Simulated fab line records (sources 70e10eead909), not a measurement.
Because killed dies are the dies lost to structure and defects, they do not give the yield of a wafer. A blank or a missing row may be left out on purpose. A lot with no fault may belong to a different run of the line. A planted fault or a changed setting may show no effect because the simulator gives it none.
fab line records | flow nand-harc
record: lots: 5 | wafers: 13 | last-day: 24
route steps=1159 shown A_BLC@967 END@1159
lots that met no fault: from a run of the same line without faults
start-h: start of the lot's first displayed wafer, in hours after the record's first day | wait-h: hours from the lot's prior step to this one | " as in the row above | L1.1+2: a row that stands for several wafers | - no value present, or no start provided | * or withheld: withheld | < > ~ a bound
route shown NAME@n: a module of which the file shows steps, and the number in the route of the first | usual: mean/standard deviation taken from wafers without a fault | same: alike in all rows | chamber/n: place in a boat | sites: each site's reading | _std_site: their standard deviation | _edge_site: inner sites' mean taken away from outer sites' mean | radius-mm: how far each site lies from the wafer's centre | mask NAME#n: copy n | behind: tool/chamber where the wafer was last shaped | hold: why the lot was held/for how many hours/how that ended | device: transistor that didn't switch, given as n, p or np | end of line: the tests these same wafers got at the end of their route | step lacking rows: just its recipe | killed: dies that structure and defects cost at the first sort, which is not the same as the wafer's yield | map: per-die view of a wafer (x killed, . not killed, _ where there is no die)
set.NAME: the setting the step ran with; set.NAME@STEP: the setting that earlier step ran with | model.NAME: the simulator's own value behind a step, which no gauge read
lots at selected steps of the route; one table per step, one row per wafer
services: a tool's chamber out of use, with start hour (start-h, from the record's first day; less than 0 if before it), hours out, and reason
== steps ==
step: NHARC_A_BLC_COAT_03
recipe: temp-c: 225 | time-s: 65
step: NHARC_A_BLC_COAT_04
recipe: spin-rpm: 1500 | resist-thk-nm: 90
step: NHARC_A_BLC_SOFTBAKE_05
recipe: temp-c: 105 | time-s: 55
step: NHARC_A_BLC_EBR_06
step: NHARC_A_BLC_EXPOSE_07
recipe: na: 1.35 | target-cd-nm: 100 | dose-mj: 67.97 | mask-id: A_BLC
step: NHARC_A_BLC_PEB_08
recipe: peb-temp-c: 100 | peb-time-s: 65
step: NHARC_A_BLC_DEVELOP_09
recipe: develop-time-s: 35 | dev-temp-c: 23
step: NHARC_A_BLC_CD_MEAS_10
recipe: target-cd-nm: 100 | landing-energy-ev: 500
usual: cd-nm: 100.1/0.78
lot.wafer | tool      | chamber | start-h | wait-h | cd-nm
L500.2    | cd-sem-01 | 0       | 405.91  | -      | 99.5
L500.4    | "         | 0       | "       | "      | 99.1
L500.5    | "         | 0       | "       | "      | 100.5
L506.3    | cd-sem-03 | 0       | 440.79  | -      | 100.9
L506.4    | "         | 0       | "       | "      | 100.9
L506.5    | "         | 0       | "       | "      | 100.8
L508.2    | cd-sem-03 | 0       | 456.98  | -      | 101.0
L509.1    | cd-sem-03 | 0       | 457.72  | -      | 99.0
L509.5    | "         | 0       | "       | "      | 100.2
L509.6    | "         | 0       | "       | "      | 101.1
L514.2    | cd-sem-02 | 0       | 508.37  | -      | 101.3
L514.5    | "         | 0       | "       | "      | 100.7
L514.6    | "         | 0       | "       | "      | 101.0
step: NHARC_A_BLC_OVL_MEAS_11
usual: overlay-x-nm: -0.1/0.81 | overlay-y-nm: -0.1/0.76
lot.wafer | tool       | chamber | start-h | wait-h | overlay-x-nm | overlay-y-nm
L500.2    | overlay-02 | -       | 406.00  | -      | -0.6         | 1.8
L500.4    | "          | -       | "       | "      | -0.4         | 0.7
L500.5    | "          | -       | "       | "      | -0.6         | 1.5
L506.3    | overlay-01 | -       | 440.87  | -      | -0.5         | -0.1
L506.4    | "          | -       | "       | "      | -0.1         | -0.4
L506.5    | "          | -       | "       | "      | -0.5         | -0.1
L508.2    | overlay-02 | -       | 457.07  | -      | 0.1          | 1.4
L509.1    | overlay-01 | -       | 457.81  | -      | -0.8         | -0.3
L509.5    | "          | -       | "       | "      | -0.6         | -0.7
L509.6    | "          | -       | "       | "      | -0.2         | -1.1
L514.2    | overlay-02 | -       | 508.45  | -      | -0.3         | 0.2
L514.5    | "          | -       | "       | "      | -0.7         | -0.5
L514.6    | "          | -       | "       | "      | 0.1          | -0.2
step: NHARC_A_BLC_INSPECT_12
usual: raw-defect-count: 34/18
lot.wafer | tool              | chamber | start-h | wait-h | raw-defect-count
L500.2    | defect-inspect-02 | -       | 406.04  | 0.0    | 19
L500.4    | "                 | -       | "       | "      | 20
L500.5    | "                 | -       | "       | "      | 25
L506.3    | defect-inspect-01 | -       | 440.91  | 0.0    | 27
L506.4    | "                 | -       | "       | "      | 22
L506.5    | "                 | -       | "       | "      | 24
L508.2    | defect-inspect-01 | -       | 457.10  | 0.0    | 63
L509.1    | defect-inspect-01 | -       | 457.85  | 0.0    | 31
L509.5    | "                 | -       | "       | "      | 35
L509.6    | "                 | -       | "       | "      | 29
L514.2    | defect-inspect-02 | -       | 508.49  | 0.0    | 59
L514.5    | "                 | -       | "       | "      | 44
L514.6    | "                 | -       | "       | "      | 38
step: NHARC_A_BLC_DESCUM_15
recipe: time-s: 3 | o2-flow-sccm: 200 | ar-flow-sccm: 0 | bias-power-w: 0 | chemistry: O2
usual: drypump-motor-current-A: 5.7/0.45 | oes-product-au: 1.004/0.013 | rf-vpp-V: 57.5/0.9 | showerhead-plenum-p-Torr: 1.84/0.057 | throttle-valve-pct: 11.312/0.0089
lot.wafer | tool        | chamber | start-h | wait-h | drypump-motor-current-A | oes-product-au | rf-hours-counter-h | rf-vpp-V | showerhead-plenum-p-Torr | throttle-valve-pct
L500.4    | rie-diel-03 | 2       | 406.10  | 0.1    | 5.6                     | 0.994          | 1                  | 58.7     | 1.92                     | 11.306
L500.2    | "           | 3       | "       | "      | 6.0                     | 1.005          | 1                  | 56.2     | 1.78                     | 11.305
L500.5    | "           | 1       | "       | "      | 5.6                     | 1.006          | -                  | 57.3     | 1.78                     | 11.309
L506.4    | rie-diel-09 | 1       | 440.97  | 0.1    | 5.1                     | 1.002          | 0                  | 56.8     | 1.86                     | 11.301
L506.3    | "           | 2       | "       | "      | 5.1                     | 1.007          | 0                  | 58.1     | 1.81                     | 11.310
L506.5    | "           | 1       | "       | "      | 5.0                     | 0.997          | -                  | 58.4     | 1.86                     | 11.317
L508.2    | rie-diel-03 | 0       | 457.17  | 0.1    | 6.0                     | 1.029          | 8                  | 59.4     | 1.92                     | 11.317
L509.1    | rie-diel-09 | 3       | 457.94  | 0.1    | 6.5                     | 0.996          | 2                  | 57.8     | 1.80                     | 11.317
L509.5    | "           | 0       | "       | "      | 5.7                     | 1.012          | -                  | 56.9     | 1.84                     | 11.304
L509.6    | "           | 1       | "       | "      | 5.0                     | 0.986          | -                  | 57.9     | 1.86                     | 11.308
L514.2    | rie-diel-09 | 0       | 508.57  | 0.1    | 5.7                     | 1.018          | 5                  | 58.0     | 1.84                     | 11.306
L514.6    | "           | 1       | "       | "      | 5.0                     | 0.990          | -                  | 57.1     | 1.86                     | 11.306
L514.5    | "           | 2       | "       | "      | 5.1                     | 0.996          | -                  | 56.6     | 1.81                     | 11.306
step: NHARC_A_BLC_ETCH_16
recipe: target-depth-a: 390 | over-etch-frac: 0.3 | time-s: 65 | ion-energy-ev: 80 | cf4-flow-sccm: 150 | ar-flow-sccm: 0 | rf-w: 300 | bias-w: 100 | chemistry: CF4
usual: cf4-flow-sccm: 150.0/0.5 | drypump-motor-current-A: 5.6/0.44 | oes-product-au: 1.003/0.013 | rf-fwd-power-W: 297.3/1.1 | rf-vpp-V: 150.5/1.1 | run-length-s: 86.3/0.45 | showerhead-plenum-p-Torr: 1.71/0.048 | throttle-valve-pct: 13.283/0.0092
same: over-etch-frac: 0.3
lot.wafer | tool        | chamber | start-h | wait-h | cf4-flow-sccm | drypump-motor-current-A | oes-product-au | rf-fwd-power-W | rf-hours-counter-h | rf-vpp-V | run-length-s | showerhead-plenum-p-Torr | throttle-valve-pct
L500.2    | rie-diel-03 | 3       | 406.19  | 0.1    | 149.8         | 5.9                     | 1.006          | 300.0          | 1                  | 150.9    | 86.0         | 1.66                     | 13.267
L500.4    | "           | 0       | "       | "      | 150.3         | 5.9                     | 1.034          | 297.1          | 1                  | 152.1    | 86.6         | 1.78                     | 13.278
L500.5    | "           | 2       | "       | "      | 150.1         | 5.6                     | 0.988          | 295.4          | -                  | 152.2    | 86.6         | 1.77                     | 13.288
L506.3    | rie-diel-09 | 0       | 441.06  | 0.1    | 150.3         | 5.7                     | 1.011          | 295.5          | 0                  | 149.7    | 86.7         | 1.71                     | 13.275
L506.4    | "           | 3       | "       | "      | 150.2         | 6.5                     | 1.011          | 297.3          | 0                  | 150.4    | 85.9         | 1.67                     | 13.298
L506.5    | "           | 0       | "       | "      | 149.7         | 5.7                     | 1.017          | 297.3          | -                  | 151.3    | 86.6         | 1.71                     | 13.281
L508.2    | rie-diel-03 | 3       | 457.25  | 0.1    | 149.8         | 6.0                     | 1.008          | 298.5          | 9                  | 149.0    | 85.8         | 1.66                     | 13.289
L509.1    | rie-diel-09 | 0       | 458.01  | 0.1    | 151.3         | 5.7                     | 1.027          | 300.7          | 2                  | 149.1    | 86.6         | 1.71                     | 13.282
L509.5    | "           | 1       | "       | "      | 150.4         | 5.1                     | 0.994          | 298.4          | -                  | 151.6    | 86.0         | 1.72                     | 13.268
L509.6    | "           | 2       | "       | "      | 149.9         | 5.0                     | 0.992          | 296.3          | -                  | 149.8    | 85.6         | 1.68                     | 13.295
L514.2    | rie-diel-09 | 1       | 508.64  | 0.1    | 150.6         | 5.0                     | 0.988          | 299.7          | 6                  | 150.8    | 86.1         | 1.72                     | 13.291
L514.5    | "           | 0       | "       | "      | 149.2         | 5.7                     | 1.004          | 299.2          | -                  | 149.8    | 86.2         | 1.71                     | 13.294
L514.6    | "           | 1       | "       | "      | 150.2         | 5.1                     | 0.985          | 299.9          | -                  | 150.2    | 86.6         | 1.72                     | 13.273
step: NHARC_A_BLC_ETCH_17
recipe: target-depth-a: 3900 | over-etch-frac: 0.25 | time-s: 609.38 | ion-energy-ev: 200 | n2-flow-sccm: 150 | h2-flow-sccm: 150 | ar-flow-sccm: 0 | rf-w: 400 | bias-w: 150 | chemistry: N2/H2
usual: drypump-motor-current-A: 5.7/0.46 | oes-product-au: 1.003/0.014 | rf-fwd-power-W: 399.5/1.1 | rf-vpp-V: 428.3/1.9 | run-length-s: 630.7/0.48 | showerhead-plenum-p-Torr: 1.96/0.062 | throttle-valve-pct: 14.172/0.01
same: over-etch-frac: 0.25
lot.wafer | tool        | chamber | start-h | wait-h | drypump-motor-current-A | oes-product-au | rf-fwd-power-W | rf-hours-counter-h | rf-vpp-V | run-length-s | showerhead-plenum-p-Torr | throttle-valve-pct
L500.2    | rie-diel-03 | 2       | 406.32  | -      | 5.7                     | 0.988          | 398.7          | 1                  | 432.5    | 631.1        | 2.05                     | 14.163
L500.4    | "           | 0       | "       | "      | 6.0                     | 1.030          | 398.3          | 1                  | 430.0    | 631.2        | 2.05                     | 14.167
L500.5    | "           | 2       | "       | "      | 5.7                     | 0.996          | 398.9          | -                  | 430.1    | 630.8        | 2.05                     | 14.172
L506.4    | rie-diel-09 | 3       | 441.19  | -      | 6.5                     | 1.002          | 398.7          | 0                  | 428.2    | 630.4        | 1.92                     | 14.184
L506.3    | "           | 1       | "       | "      | 5.0                     | 0.994          | 400.2          | 0                  | 429.7    | 630.1        | 1.98                     | 14.182
L506.5    | "           | 3       | "       | "      | 6.5                     | 1.005          | 400.0          | -                  | 426.9    | 629.9        | 1.92                     | 14.172
L508.2    | rie-diel-03 | 2       | 457.38  | -      | 5.7                     | 1.000          | -              | 9                  | 430.1    | 613.8        | 2.05                     | 14.163
L509.1    | rie-diel-09 | 0       | 458.22  | -      | 5.7                     | 1.016          | 399.9          | 2                  | 428.4    | 631.1        | 1.96                     | 14.157
L509.6    | "           | 1       | "       | "      | 5.1                     | 0.996          | 399.2          | -                  | 428.9    | 630.1        | 1.98                     | 14.167
L509.5    | "           | 2       | "       | "      | 5.1                     | 0.998          | 398.6          | -                  | 428.0    | 630.3        | 1.93                     | 14.176
L514.2    | rie-diel-09 | 2       | 508.73  | -      | 5.1                     | 0.989          | 399.9          | 6                  | 428.0    | 630.7        | 1.93                     | 14.156
L514.5    | "           | 2       | "       | "      | 5.1                     | 0.994          | 397.6          | -                  | 429.1    | 630.3        | 1.93                     | 14.175
L514.6    | "           | 3       | "       | "      | 6.5                     | 0.993          | 399.9          | -                  | 428.8    | 629.6        | 1.92                     | 14.182
step: NHARC_A_BLC_ETCH_18
recipe: target-depth-a: 9100 | c4f8-flow-sccm: 20 | o2-flow-sccm: 10 | ar-flow-sccm: withheld | rf-w: 600 | bias-w: 1500 | chemistry: C4F8/O2/Ar
usual: oes-product-au: 0.962/0.023 | rf-fwd-power-W: 598.9/2 | rf-vpp-V: 973/4.1
lot.wafer | tool        | chamber | start-h | wait-h | oes-product-au | rf-fwd-power-W | rf-hours-counter-h | rf-vpp-V
L500.4    | rie-diel-03 | 0       | -       | -      | 1.007          | 600.6          | 1                  | 980
L500.2    | "           | 1       | "       | "      | 0.972          | 599.4          | 1                  | 969
L500.5    | "           | 1       | "       | "      | 0.976          | 601.1          | -                  | 969
L506.4    | rie-diel-09 | 2       | -       | -      | 0.965          | 597.7          | 0                  | 971
L506.3    | "           | 0       | "       | "      | 0.992          | 597.3          | 0                  | 976
L506.5    | "           | 2       | "       | "      | 0.954          | 598.8          | -                  | 971
L508.2    | rie-diel-03 | 0       | -       | -      | 0.986          | 602.6          | 8                  | 979
L509.1    | rie-diel-09 | 1       | -       | -      | 0.953          | 600.0          | 2                  | 975
L509.6    | "           | 1       | "       | "      | 0.945          | 600.8          | -                  | 974
L509.5    | "           | 2       | "       | "      | 0.976          | 598.0          | -                  | 970
L514.2    | rie-diel-09 | 0       | -       | -      | 0.988          | 599.7          | 6                  | 974
L514.6    | "           | 0       | "       | "      | 0.986          | 598.2          | -                  | 974
L514.5    | "           | 1       | "       | "      | 0.946          | 601.0          | -                  | 973
step: NHARC_END_SORT_01
recipe: temp-c: 25
usual: killed-at-array: 28/11 | killed-at-other: 0.7/0.88 | killed-at-periphery: 3.1/2.2 | killed-dies: 31/12 | killed-open: 3.3/2 | killed-short: 2.0/1.6
same: gross-dies: 677
lot.wafer | tool      | chamber | start-h | wait-h | killed-at-array | killed-at-other | killed-at-periphery | killed-dies | killed-open | killed-short
L508.2    | prober-02 | 0       | 507.26  | 2.8    | 47              | 0               | 3                   | 50          | 5           | 2
L514.2    | prober-01 | 0       | 570.86  | 2.8    | 39              | 2               | 1                   | 42          | 1           | 0
L514.5    | prober-01 | 0       | 573.31  | 3.8    | 39              | 3               | 3                   | 45          | 4           | 4
L514.6    | prober-01 | 0       | 574.12  | 4.1    | 32              | 0               | 5                   | 37          | 3           | 4
killed by level:class
L508.2 A_CHANNEL_HOLE_D1:chamber-film-flake=15 A_SLIT:chamber-film-flake=14 A_CONTACT:chamber-film-flake=5 A_WL_FILL:chamber-film-flake=4 P_CONTACT:geometric-particle:open=2 A_ONON_D1:geometric-particle:open=2 A_STAIRCASE:chamber-film-flake=2 A_CHANNEL_HOLE_D1:geometric-particle:short=1
L514.2 A_CHANNEL_HOLE_D1:chamber-film-flake=14 A_SLIT:chamber-film-flake=14 A_STAIRCASE:chamber-film-flake=5 A_WL_FILL:chamber-film-flake=2 THIN_TSV:chamber-film-flake=2 A_SGD_CUT:geometric-particle:open=1 P_M0:chamber-film-flake=1 A_ZERO_WELL:chamber-film-flake=1
L514.5 A_SLIT:chamber-film-flake=14 A_CHANNEL_HOLE_D1:chamber-film-flake=12 THIN_TSV:chamber-film-flake=3 A_WL_FILL:geometric-particle:open=2 A_STAIRCASE:chamber-film-flake=2 A_WL_FILL:chamber-film-flake=2 A_CONTACT:chamber-film-flake=2 P_M1:geometric-particle:short=1
L514.6 A_CHANNEL_HOLE_D1:chamber-film-flake=13 A_SLIT:chamber-film-flake=10 A_WL_FILL:chamber-film-flake=3 A_ONON_D1:geometric-particle:short=2 P_GATE:chamber-film-flake=2 P_CONTACT:geometric-particle:open=1 P_M0:geometric-particle:short=1 A_SOURCE_PLATE:geometric-particle:short=1
== services ==
tool        | chamber | start-h | hours | kind
rie-diel-09 | 0       | 385.81  | -     | clean
rie-diel-09 | 1       | 385.81  | -     | clean
rie-diel-09 | 2       | 385.81  | -     | clean
rie-diel-09 | 3       | 385.81  | -     | clean
rie-diel-03 | -       | 392.30  | 9.0   | pm
rie-diel-09 | 0       | 410.31  | -     | clean
rie-diel-09 | 1       | 410.31  | -     | clean
rie-diel-09 | 2       | 410.31  | -     | clean
rie-diel-09 | 3       | 410.31  | -     | clean
rie-diel-03 | 2       | 410.34  | 6.7   | repair
rie-diel-09 | -       | 431.10  | 9.0   | pm
rie-diel-09 | 0       | 431.10  | 9.0   | vent-cycle
rie-diel-09 | 1       | 431.10  | 9.0   | vent-cycle
rie-diel-09 | 2       | 431.10  | 9.0   | vent-cycle
rie-diel-09 | 3       | 431.10  | 9.0   | vent-cycle
rie-diel-09 | 0       | 440.10  | -     | clean
rie-diel-09 | 1       | 440.10  | -     | clean
rie-diel-09 | 1       | 440.10  | -     | consumable-replace:focus-ring
rie-diel-09 | 2       | 440.10  | -     | clean
rie-diel-09 | 3       | 440.10  | -     | clean
rie-diel-09 | 0       | 464.60  | -     | clean
rie-diel-09 | 1       | 464.60  | -     | clean
rie-diel-09 | 2       | 464.60  | -     | clean
rie-diel-09 | 3       | 464.60  | -     | clean
== key ==
first-sign: step: NHARC_A_BLC_ETCH_17 | reading: run-length-s | direction: down | sigmas: 35 | usual: * | struck: *
effect none on later readings
met-at NHARC_A_BLC_ETCH_17
struck-wafers L508.2
tester-left-out L508
onset-between 406.32 457.38
earlier-fault: kind: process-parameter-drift | tool: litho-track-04 | chamber: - | onset-h: 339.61 | steps: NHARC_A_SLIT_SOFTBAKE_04 | channel: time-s | offset: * | shape: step | acts-in: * | stated: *
fault: kind: process-parameter-drift | tool: rie-diel-03 | chamber: 2 | onset-h: 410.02 | steps: NHARC_A_BLC_ETCH_17 | channel: time-s | offset: * | shape: step | end-h: 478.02 | acts-in: * | stated: *
tester-left-out: of these lots the tester's yield and bins aren't shown, on N5 and GAA mostly nor the transistor test; their killed dies are dies lost to structure and defects alone, not to doping, threshold or leakage, so they don't give the yield
